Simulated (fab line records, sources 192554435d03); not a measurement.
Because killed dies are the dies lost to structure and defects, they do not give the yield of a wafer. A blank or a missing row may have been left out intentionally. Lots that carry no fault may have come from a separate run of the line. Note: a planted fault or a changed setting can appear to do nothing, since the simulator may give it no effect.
What tool caused it? | flow n5-finfet | 24 lots, 72 wafers sampled, at 6 steps of a route of 1938

WHAT THE GAUGES SHOWED, per wafer
N5_BEOL_M1_THK_MEAS_53: measures by xrf. Usual: M1_THK 40.4 nm, standard deviation 1.2.
lot  | measured     | on            | M1_THK (nm)    | flag
L074 | day 6 13:01  | film-metro-02 | 38.8 41.5 39.8 |
L075 | day 6 23:13  | film-metro-02 | 39.6 42.1 40.6 |
L076 | day 7 01:26  | film-metro-02 | 38.6 38.9 39.7 |
L077 | day 7 08:36  | film-metro-01 | 40.2 40.1 42.1 |
L078 | day 7 08:50  | film-metro-02 | 40.0 40.0 40.0 |
L079 | day 8 17:59  | film-metro-02 | 41.9 39.8 40.5 |
L080 | day 8 19:53  | film-metro-01 | 41.4 42.3 41.4 |
L081 | day 8 20:07  | film-metro-01 | 41.7 41.6 41.4 |
L082 | day 10 09:11 | film-metro-01 | 39.6 38.7 37.5 |
L083 | day 10 14:26 | film-metro-02 | 39.3 41.7 41.9 |
L084 | day 10 15:59 | film-metro-01 | 41.5 39.1 42.7 |
L085 | day 11 02:34 | film-metro-02 | 39.6 38.4 40.0 |
L086 | day 11 05:31 | film-metro-01 | 38.7 40.8 41.9 |
L087 | day 11 08:28 | film-metro-02 | 38.6 40.8 40.8 |
L088 | day 11 08:15 | film-metro-01 | 40.4 42.1 40.6 |
L089 | day 12 15:39 | film-metro-02 | 41.4 41.8 42.7 |
L092 | day 12 19:27 | film-metro-01 | 39.0 38.0 40.3 |
L090 | day 12 19:20 | film-metro-01 | 39.5 41.7 40.8 |
L091 | day 12 19:56 | film-metro-01 | 38.6 41.9 42.2 |
L093 | day 12 22:44 | film-metro-01 | 40.7 39.5 41.9 |
L096 | day 14 02:14 | film-metro-01 | 41.1 41.4 39.4 |
L095 | day 14 02:29 | film-metro-02 | 38.0 39.4 40.7 |
L094 | day 14 03:08 | film-metro-02 | 40.1 42.3 41.5 |
L097 | day 14 04:23 | film-metro-02 | 42.5 41.1 41.6 |

TOOL THAT RAN EACH LOT (tool first, then ch and the chambers of the sampled wafers, then the start)
lot  | N5_BEOL_M1_ETCHBACK_99             | N5_BEOL_M1_SPUTTER_48        | N5_BEOL_M1_ANNEAL_82         | N5_BEOL_M1_SPUTTER_88        | N5_BEOL_M1_ANNEAL_91
L074 | rie-diel-02 ch 1,2, day 6 06:29    | pvd-sputter-02, day 6 10:28  | pvd-sputter-02, day 6 10:59  | pvd-sputter-02, day 6 11:21  | pvd-sputter-02, day 6 11:39
L075 | rie-diel-03 ch 1,2,3, day 6 19:09  | pvd-sputter-02, day 6 20:40  | pvd-sputter-02, day 6 21:11  | pvd-sputter-02, day 6 21:33  | pvd-sputter-02, day 6 21:51
L076 | rie-diel-02 ch 0,2, day 6 19:37    | pvd-sputter-03, day 6 22:53  | pvd-sputter-03, day 6 23:25  | pvd-sputter-03, day 6 23:46  | pvd-sputter-03, day 7 00:04
L077 | rie-diel-05 ch 1,2,3, day 7 04:39  | pvd-sputter-01, day 7 06:03  | pvd-sputter-01, day 7 06:34  | pvd-sputter-01, day 7 06:56  | pvd-sputter-01, day 7 07:14
L078 | rie-diel-02 ch 1,2, day 7 04:39    | pvd-sputter-03, day 7 06:15  | pvd-sputter-03, day 7 06:46  | pvd-sputter-03, day 7 07:08  | pvd-sputter-03, day 7 07:26
L079 | rie-diel-02 ch 1,2, day 8 13:50    | pvd-sputter-03, day 8 15:26  | pvd-sputter-03, day 8 15:58  | pvd-sputter-03, day 8 16:19  | pvd-sputter-03, day 8 16:37
L080 | rie-diel-03 ch 0,2,3, day 8 14:17  | pvd-sputter-03, day 8 17:19  | pvd-sputter-03, day 8 17:50  | pvd-sputter-03, day 8 18:12  | pvd-sputter-03, day 8 18:30
L081 | rie-diel-02 ch 1,2,3, day 8 14:35  | pvd-sputter-01, day 8 17:33  | pvd-sputter-01, day 8 18:04  | pvd-sputter-01, day 8 18:26  | pvd-sputter-01, day 8 18:44
L082 | rie-diel-02 ch 0,2,3, day 10 04:47 | pvd-sputter-01, day 10 06:31 | pvd-sputter-01, day 10 07:02 | pvd-sputter-01, day 10 07:24 | pvd-sputter-01, day 10 07:42
L083 | rie-diel-02 ch 0,2,3, day 10 08:30 | pvd-sputter-02, day 10 11:50 | pvd-sputter-02, day 10 12:21 | pvd-sputter-02, day 10 12:43 | pvd-sputter-02, day 10 13:01
L084 | rie-diel-02 ch 0,1,2, day 10 11:38 | pvd-sputter-01, day 10 13:26 | pvd-sputter-01, day 10 13:57 | pvd-sputter-01, day 10 14:19 | pvd-sputter-01, day 10 14:37
L085 | rie-diel-03 ch 1,3, day 10 22:30   | pvd-sputter-03, day 11 00:01 | pvd-sputter-03, day 11 00:32 | pvd-sputter-03, day 11 00:53 | pvd-sputter-03, day 11 01:11
L086 | rie-diel-05 ch 0,1,2, day 11 00:58 | pvd-sputter-02, day 11 02:58 | pvd-sputter-02, day 11 03:29 | pvd-sputter-02, day 11 03:50 | pvd-sputter-02, day 11 04:08
L087 | rie-diel-03 ch 0,2, day 11 03:50   | pvd-sputter-03, day 11 05:40 | pvd-sputter-03, day 11 06:11 | pvd-sputter-03, day 11 06:33 | pvd-sputter-03, day 11 06:51
L088 | rie-diel-03 ch 1,3, day 11 04:19   | pvd-sputter-02, day 11 05:36 | pvd-sputter-02, day 11 06:07 | pvd-sputter-02, day 11 06:29 | pvd-sputter-02, day 11 06:47
L089 | rie-diel-05 ch 2,3, day 12 10:46   | pvd-sputter-03, day 12 12:50 | pvd-sputter-03, day 12 13:21 | pvd-sputter-03, day 12 13:43 | pvd-sputter-03, day 12 14:01
L092 | rie-diel-02 ch 0,2,3, day 12 14:41 | pvd-sputter-03, day 12 16:31 | pvd-sputter-03, day 12 17:02 | pvd-sputter-03, day 12 17:23 | pvd-sputter-03, day 12 17:41
L090 | rie-diel-02 ch 2,3, day 12 15:03   | pvd-sputter-01, day 12 16:43 | pvd-sputter-01, day 12 17:14 | pvd-sputter-01, day 12 17:36 | pvd-sputter-01, day 12 17:54
L091 | rie-diel-05 ch 2,3, day 12 15:31   | pvd-sputter-02, day 12 17:23 | pvd-sputter-02, day 12 17:55 | pvd-sputter-02, day 12 18:16 | pvd-sputter-02, day 12 18:34
L093 | rie-diel-05 ch 0,1,3, day 12 18:53 | pvd-sputter-03, day 12 20:11 | pvd-sputter-03, day 12 20:43 | pvd-sputter-03, day 12 21:04 | pvd-sputter-03, day 12 21:22
L096 | rie-diel-05 ch 0,2,3, day 13 22:32 | pvd-sputter-01, day 13 23:40 | pvd-sputter-01, day 14 00:11 | pvd-sputter-01, day 14 00:33 | pvd-sputter-01, day 14 00:51
L095 | rie-diel-02 ch 0,2,3, day 13 22:32 | pvd-sputter-02, day 13 23:41 | pvd-sputter-02, day 14 00:13 | pvd-sputter-02, day 14 00:34 | pvd-sputter-02, day 14 00:52
L094 | rie-diel-05 ch 1,2, day 13 23:20   | pvd-sputter-03, day 14 00:34 | pvd-sputter-03, day 14 01:05 | pvd-sputter-03, day 14 01:27 | pvd-sputter-03, day 14 01:45
L097 | rie-diel-02 ch 1,2,3, day 13 23:47 | pvd-sputter-01, day 14 01:50 | pvd-sputter-01, day 14 02:21 | pvd-sputter-01, day 14 02:43 | pvd-sputter-01, day 14 03:01
- N5_BEOL_M1_ETCHBACK_99: etches SiO2 in CHF3, target depth 5 nm, time 10.4 s.
- N5_BEOL_M1_SPUTTER_48: material Cu, target thk 4.5 nm, time 8.29 s.
- N5_BEOL_M1_ANNEAL_82: time 240 s.
- N5_BEOL_M1_SPUTTER_88: material Cu, target thk 4.5 nm, time 8.29 s.
- N5_BEOL_M1_ANNEAL_91: time 240 s.

WHAT THE TOOLS THEMSELVES READ (means of the sampled wafers that have a number; where no wafer has one, the mark that the record gives instead)
N5_BEOL_M1_ETCHBACK_99. Usual: CHF3_flow_sccm 12.00 sccm, standard deviation 0.04; drypump-motor-current-A 5.7 A, standard deviation 0.42; oes-product-au 0.78 a.u., standard deviation 0.091; rf-vpp-V 240.0 V, standard deviation 2.3; showerhead-plenum-p-Torr 2.13 Torr, standard deviation 0.064; throttle-valve-pct 17.13 %, standard deviation 0.18.
lot  | tool        | CHF3_flow_sccm (sccm) | drypump-motor-current-A (A) | oes-product-au (a.u.) | rf-vpp-V (V) | showerhead-plenum-p-Torr (Torr) | throttle-valve-pct (%) | flag
L074 | rie-diel-02 | 11.97                 | 5.9                         | 0.84                  | 239.7        | 2.09                            | 17.12                  |
L075 | rie-diel-03 | 12.03                 | 5.7                         | 0.71                  | 240.5        | 2.15                            | 17.29                  |
L076 | rie-diel-02 | 11.97                 | 5.2                         | 0.74                  | 239.6        | 2.17                            | 17.26                  |
L077 | rie-diel-05 | 11.97                 | 5.9                         | 0.88                  | 242.0        | 2.16                            | 17.04                  |
L078 | rie-diel-02 | 11.98                 | 5.9                         | 0.83                  | 240.0        | 2.09                            | 17.12                  |
L079 | rie-diel-02 | 11.98                 | 5.7                         | 0.79                  | 239.2        | 2.07                            | 17.21                  |
L080 | rie-diel-03 | 12.00                 | 5.7                         | 0.74                  | 241.5        | 2.19                            | 17.20                  |
L081 | rie-diel-02 | 12.01                 | 5.8                         | 0.78                  | 238.7        | 2.07                            | 17.11                  |
L082 | rie-diel-02 | 12.01                 | 5.6                         | 0.86                  | 238.1        | 2.12                            | 17.00                  |
L083 | rie-diel-02 | 11.99                 | 5.6                         | 0.86                  | 239.0        | 2.12                            | 17.01                  |
L084 | rie-diel-02 | 11.99                 | 5.5                         | 0.86                  | 239.2        | 2.12                            | 17.08                  |
L085 | rie-diel-03 | 12.01                 | 5.6                         | 0.71                  | 239.1        | 2.18                            | 17.41                  |
L086 | rie-diel-05 | 11.97                 | 5.8                         | 0.83                  | 241.7        | 2.14                            | 16.91                  |
L087 | rie-diel-03 | 12.02                 | 5.8                         | 0.73                  | 241.6        | 2.12                            | 17.21                  |
L088 | rie-diel-03 | 12.03                 | 5.6                         | 0.70                  | 239.7        | 2.20                            | 17.34                  |
L089 | rie-diel-05 | 12.01                 | 6.3                         | 0.80                  | 241.7        | 2.13                            | 17.28                  |
L092 | rie-diel-02 | 11.98                 | 5.6                         | 0.83                  | 239.5        | 2.11                            | 17.03                  |
L090 | rie-diel-02 | 12.00                 | 6.0                         | 0.80                  | 238.5        | 2.08                            | 17.09                  |
L091 | rie-diel-05 | 11.99                 | 6.3                         | 0.80                  | 242.1        | 2.13                            | 17.27                  |
L093 | rie-diel-05 | 12.01                 | 5.8                         | 0.77                  | 242.0        | 2.15                            | 17.07                  |
L096 | rie-diel-05 | 11.99                 | 6.1                         | 0.76                  | 241.1        | 2.12                            | 17.16                  |
L095 | rie-diel-02 | 12.00                 | 5.6                         | 0.82                  | 239.2        | 2.11                            | 17.05                  |
L094 | rie-diel-05 | 11.96                 | 5.6                         | 0.87                  | 242.1        | 2.16                            | 16.92                  |
L097 | rie-diel-02 | 11.99                 | 5.8                         | 0.75                  | 237.3        | 2.06                            | 17.17                  |

N5_BEOL_M1_SPUTTER_48. Usual: throttle-valve-pct at 29.5 %, with a standard deviation of 1.
lot  | tool           | throttle-valve-pct (%) | flag
L074 | pvd-sputter-02 | 29.0                   |
L075 | pvd-sputter-02 | 29.9                   |
L076 | pvd-sputter-03 | 29.1                   |
L077 | pvd-sputter-01 | 29.2                   |
L078 | pvd-sputter-03 | 28.3                   |
L079 | pvd-sputter-03 | 28.8                   |
L080 | pvd-sputter-03 | 29.3                   |
L081 | pvd-sputter-01 | 30.3                   |
L082 | pvd-sputter-01 | 29.5                   |
L083 | pvd-sputter-02 | 29.6                   |
L084 | pvd-sputter-01 | 29.5                   |
L085 | pvd-sputter-03 | 29.8                   |
L086 | pvd-sputter-02 | 30.0                   |
L087 | pvd-sputter-03 | 29.6                   |
L088 | pvd-sputter-02 | 29.9                   |
L089 | pvd-sputter-03 | 28.3                   |
L092 | pvd-sputter-03 | 29.5                   |
L090 | pvd-sputter-01 | 28.8                   |
L091 | pvd-sputter-02 | 30.1                   |
L093 | pvd-sputter-03 | 29.8                   |
L096 | pvd-sputter-01 | 29.9                   |
L095 | pvd-sputter-02 | 29.6                   |
L094 | pvd-sputter-03 | 28.7                   |
L097 | pvd-sputter-01 | 30.3                   |

N5_BEOL_M1_ANNEAL_82. Usual: heater-power-w at 843 W, with a standard deviation of 90.
lot  | tool           | heater-power-w (W) | flag
L074 | pvd-sputter-02 | 905                |
L075 | pvd-sputter-02 | 874                |
L076 | pvd-sputter-03 | 769                |
L077 | pvd-sputter-01 | 916                |
L078 | pvd-sputter-03 | 789                |
L079 | pvd-sputter-03 | 767                |
L080 | pvd-sputter-03 | 769                |
L081 | pvd-sputter-01 | 972                |
L082 | pvd-sputter-01 | 917                |
L083 | pvd-sputter-02 | 926                |
L084 | pvd-sputter-01 | 911                |
L085 | pvd-sputter-03 | 717                |
L086 | pvd-sputter-02 | 880                |
L087 | pvd-sputter-03 | 755                |
L088 | pvd-sputter-02 | 921                |
L089 | pvd-sputter-03 | 743                |
L092 | pvd-sputter-03 | 788                |
L090 | pvd-sputter-01 | 865                |
L091 | pvd-sputter-02 | 888                |
L093 | pvd-sputter-03 | 735                |
L096 | pvd-sputter-01 | 939                |
L095 | pvd-sputter-02 | 919                |
L094 | pvd-sputter-03 | 818                |
L097 | pvd-sputter-01 | 953                |

N5_BEOL_M1_SPUTTER_88. Usual: throttle-valve-pct at 29.5 %, with a standard deviation of 1.1.
lot  | tool           | throttle-valve-pct (%) | flag
L074 | pvd-sputter-02 | 28.9                   |
L075 | pvd-sputter-02 | 30.1                   |
L076 | pvd-sputter-03 | 29.1                   |
L077 | pvd-sputter-01 | 29.4                   |
L078 | pvd-sputter-03 | 28.3                   |
L079 | pvd-sputter-03 | 28.7                   |
L080 | pvd-sputter-03 | 29.3                   |
L081 | pvd-sputter-01 | 30.3                   |
L082 | pvd-sputter-01 | 29.5                   |
L083 | pvd-sputter-02 | 29.6                   |
L084 | pvd-sputter-01 | 29.4                   |
L085 | pvd-sputter-03 | 29.6                   |
L086 | pvd-sputter-02 | 30.2                   |
L087 | pvd-sputter-03 | 29.7                   |
L088 | pvd-sputter-02 | 29.5                   |
L089 | pvd-sputter-03 | 28.3                   |
L092 | pvd-sputter-03 | 29.5                   |
L090 | pvd-sputter-01 | 28.7                   |
L091 | pvd-sputter-02 | 30.0                   |
L093 | pvd-sputter-03 | 29.7                   |
L096 | pvd-sputter-01 | 30.0                   |
L095 | pvd-sputter-02 | 29.6                   |
L094 | pvd-sputter-03 | 28.7                   |
L097 | pvd-sputter-01 | 30.4                   |

N5_BEOL_M1_ANNEAL_91. Usual: heater-power-w at 841 W, with a standard deviation of 89.
lot  | tool           | heater-power-w (W) | flag
L074 | pvd-sputter-02 | 905                |
L075 | pvd-sputter-02 | 875                |
L076 | pvd-sputter-03 | 763                |
L077 | pvd-sputter-01 | 922                |
L078 | pvd-sputter-03 | 778                |
L079 | pvd-sputter-03 | 767                |
L080 | pvd-sputter-03 | 779                |
L081 | pvd-sputter-01 | 978                |
L082 | pvd-sputter-01 | 905                |
L083 | pvd-sputter-02 | 921                |
L084 | pvd-sputter-01 | 923                |
L085 | pvd-sputter-03 | 720                |
L086 | pvd-sputter-02 | 880                |
L087 | pvd-sputter-03 | 757                |
L088 | pvd-sputter-02 | 911                |
L089 | pvd-sputter-03 | 749                |
L092 | pvd-sputter-03 | 792                |
L090 | pvd-sputter-01 | 858                |
L091 | pvd-sputter-02 | 872                |
L093 | pvd-sputter-03 | 727                |
L096 | pvd-sputter-01 | 915                |
L095 | pvd-sputter-02 | 924                |
L094 | pvd-sputter-03 | 794                |
L097 | pvd-sputter-01 | 925                |

THE ANSWER, worked out from the rows above alone
Rule: lot off if the mean of its wafers having a number is beyond 3 standard deviations from the usual mean. Also off: a lot with no number at a reading for which 4 or more lots have one. Any other lot the step has rows for is counted as sound. The gauges are gone through in route order, then the tools' own readings, and for those a lot's mean is taken as printed above. The first step at which some lot is off is used, and at that step the reading that is off furthest; a lot without a number counts as furthest.
No lot is off at any reading shown: from this, nothing can be told.

WHAT THE SIMULATOR HAD PUT IN
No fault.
